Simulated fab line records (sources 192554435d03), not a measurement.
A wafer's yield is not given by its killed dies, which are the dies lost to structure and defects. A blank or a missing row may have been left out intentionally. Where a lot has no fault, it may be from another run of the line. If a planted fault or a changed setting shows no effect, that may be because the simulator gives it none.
Split-lot trial + flow n5-finfet + 7 lots, 39 wafers read, on a route of 1938 steps

THE SPLIT
At N5_HKMG_FIN_ETCH_35 (etches SOC in N2/H2, target depth 215.8 nm, time 243.4 s), the setting bias-w was moved away from the recipe's 5 W on 12 of the 39 wafers read, by -9.1% to +16.5%. All remaining wafers had this setting at the recipe value.

The reading comes from the split's own step.

THE READING
rf-vpp-V, in V, at N5_HKMG_FIN_ETCH_35 (etches SOC in N2/H2, target depth 215.8 nm, time 243.4 s). On this fab line, fault-free wafers typically give 141.5 V with a standard deviation of 1 V.

| wafer  | tool, chamber at the split | bias-w as run, W | against the recipe | rf-vpp-V, V | against lot-mates on the recipe |
|--------|----------------------------|------------------|--------------------|-------------|---------------------------------|
| L077.2 | rie-diel-05, 0             | 5                | recipe             | 141.1       | -                               |
| L077.5 | rie-diel-05, 2             | 5                | recipe             | 141.0       | -                               |
| L077.6 | rie-diel-05, 1             | 5                | recipe             | 141.7       | -                               |
| L079.1 | rie-diel-05, 0             | 4.547            | -9.1%              | 133.5       | -6.2                            |
| L079.2 | rie-diel-05, 1             | 4.547            | -9.1%              | 132.0       | -7.7                            |
| L079.3 | rie-diel-05, 2             | 5                | recipe             | 139.8       | -                               |
| L079.4 | rie-diel-05, 3             | 4.547            | -9.1%              | 133.4       | -6.3                            |
| L079.5 | rie-diel-05, 2             | 5                | recipe             | 139.8       | -                               |
| L079.6 | rie-diel-05, 1             | 5                | recipe             | 139.4       | -                               |
| L081.1 | rie-diel-01, 0             | 5                | recipe             | 141.2       | -                               |
| L081.2 | rie-diel-01, 2             | 5                | recipe             | 141.2       | -                               |
| L081.3 | rie-diel-01, 3             | 5                | recipe             | 142.9       | -                               |
| L081.4 | rie-diel-01, 1             | 5                | recipe             | 140.9       | -                               |
| L081.5 | rie-diel-01, 2             | 5                | recipe             | 142.2       | -                               |
| L081.6 | rie-diel-01, 1             | 5                | recipe             | 141.4       | -                               |
| L088.1 | rie-diel-01, 3             | 5.823            | +16.5%             | 156.6       | +14.6                           |
| L088.2 | rie-diel-01, 1             | 5.823            | +16.5%             | 155.5       | +13.5                           |
| L088.3 | rie-diel-01, 0             | 5                | recipe             | 142.0       | -                               |
| L088.4 | rie-diel-01, 2             | 5                | recipe             | 141.8       | -                               |
| L088.5 | rie-diel-01, 1             | 5.823            | +16.5%             | 156.5       | +14.5                           |
| L088.6 | rie-diel-01, 2             | 5                | recipe             | 142.1       | -                               |
| L090.1 | rie-diel-04, 0             | 5                | recipe             | 143.7       | -                               |
| L090.2 | rie-diel-04, 1             | 5.535            | +10.7%             | 150.5       | +8.4                            |
| L090.3 | rie-diel-04, 2             | 5                | recipe             | 141.6       | -                               |
| L090.4 | rie-diel-04, 2             | 5.535            | +10.7%             | 152.7       | +10.6                           |
| L090.5 | rie-diel-04, 1             | 5.535            | +10.7%             | 149.7       | +7.6                            |
| L090.6 | rie-diel-04, 0             | 5                | recipe             | 141.1       | -                               |
| L092.1 | rie-diel-01, 3             | 5                | recipe             | 141.0       | -                               |
| L092.2 | rie-diel-01, 0             | 5.42             | +8.4%              | 149.6       | +7.3                            |
| L092.3 | rie-diel-01, 1             | 5.42             | +8.4%              | 149.5       | +7.2                            |
| L092.4 | rie-diel-01, 2             | 5.42             | +8.4%              | 149.5       | +7.2                            |
| L092.5 | rie-diel-01, 3             | 5                | recipe             | 142.9       | -                               |
| L092.6 | rie-diel-01, 2             | 5                | recipe             | 143.1       | -                               |
| L095.1 | rie-diel-04, 2             | 5                | recipe             | 140.9       | -                               |
| L095.2 | rie-diel-04, 3             | 5                | recipe             | 142.4       | -                               |
| L095.3 | rie-diel-04, 2             | 5                | recipe             | 142.0       | -                               |
| L095.4 | rie-diel-04, 3             | 5                | recipe             | 142.6       | -                               |
| L095.5 | rie-diel-04, 2             | 5                | recipe             | 141.9       | -                               |
| L095.6 | rie-diel-04, 3             | 5                | recipe             | 140.6       | -                               |

FIT RESULTS
A straight line over all 39 wafers: rf-vpp-V changes by +0.906 V for each +1% of bias-w; r = +0.99; the points scatter about the line by 0.98 V.
The same after taking each lot's own level away (the mean of its wafers on the recipe; 39 wafers): +0.83 V for each +1%; r = +0.99; scatter 0.78 V.
On that fit, the largest move of bias-w shifts the reading by 14 V.
The span of the lots' own levels, 139.67 to 142.33 V, comes to 2.7 times the standard deviation stated above.
So the lot-to-lot level changes the slope little: the two slopes agree.
Check: +13.6 V against its lot-mates is what the line predicts for one of the wafers moved furthest among these (+16.5%) when that wafer is left out of the fit. Against them it came out at +14.6 V.
Tool readings at the split's step, against how far the setting was moved: rf-vpp-V r = +0.99.

THE OTHER SPLITS THESE WAFERS WENT THROUGH
These wafers also went through other splits before the reading. Each is held against what the fit with the lots' levels taken away leaves over:
| other split on the same wafers    | wafers away from the commonest value | r with rf-vpp-V (lot level and that fit taken away) |
|-----------------------------------|--------------------------------------|-----------------------------------------------------|
| N5_WELL_APT_IMPLANT_15 energy-kev | 15                                   | +0.03                                               |
| N5_SD_EPI_P_ETCH_37 source-w      | 15                                   | +0.35                                               |
| N5_HKMG_FIN_HK_ALD_01 ald-cycles  | 18                                   | -0.01                                               |
| N5_HKMG_FIN_ETCH_54 cf4-flow-sccm | 9                                    | -0.06                                               |

FILE'S OWN FIT
rf-vpp-V changes by +0.837 V for each +1% of bias-w, r = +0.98.
